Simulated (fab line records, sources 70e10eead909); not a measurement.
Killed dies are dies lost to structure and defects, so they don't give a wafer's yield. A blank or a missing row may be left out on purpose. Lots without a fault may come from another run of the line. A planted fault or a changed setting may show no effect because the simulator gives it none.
Chamber matching | flow nand_harc | NHARC_A_CONTACT_DEP_85 on pecvd-04: 3 sister chambers
The step deposits SiON, target thk 50 nm. 6 wafers are shown with their chamber, then 8 later ones without.

WAFERS WITH THEIR CHAMBER
wafer  | chamber | heater_power_w (W)
L961.1 | 0       | 563
L961.4 | 0       | 556
L957.3 | 1       | 646
L957.4 | 2       | 797
L957.6 | 1       | 659
L966.3 | 2       | 732

WAFERS WITHOUT THEIR CHAMBER
wafer  | heater_power_w (W)
L966.4 | 638
L966.6 | 612
L967.4 | 591
L967.5 | 702
L967.6 | 706
L970.2 | 582
L970.3 | 637
L970.6 | 583

WHICH CHAMBER EACH WENT THROUGH
wafer  | from the rows above     | in truth
L966.4 | 1                       | 1
L966.6 | can't be placed: 1 or 0 | 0
L967.4 | can't be placed: 0 or 1 | 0
L967.5 | can't be placed: 1 or 2 | 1
L967.6 | can't be placed: 1 or 2 | 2
L970.2 | can't be placed: 0 or 1 | 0
L970.3 | 1                       | 1
L970.6 | can't be placed: 0 or 1 | 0
Placed correctly: 2 of 8. Can't be placed from these rows: 6 (the true chamber is among the candidates in 6). Placed wrongly: 0.
How it was worked out, from the rows above alone: a wafer's distance from a chamber is the root of the sum, over the readings, of the square of ((its reading less the chamber's mean) divided by the reading's scatter). The wafer belongs to the nearest chamber; if the next one is less than 2 further off, it can't be placed. A chamber's mean is the mean of its shown wafers. The scatter: the root of (the sum of the squares of (reading less its chamber's mean) over the shown wafers, divided by (wafers less chambers)).
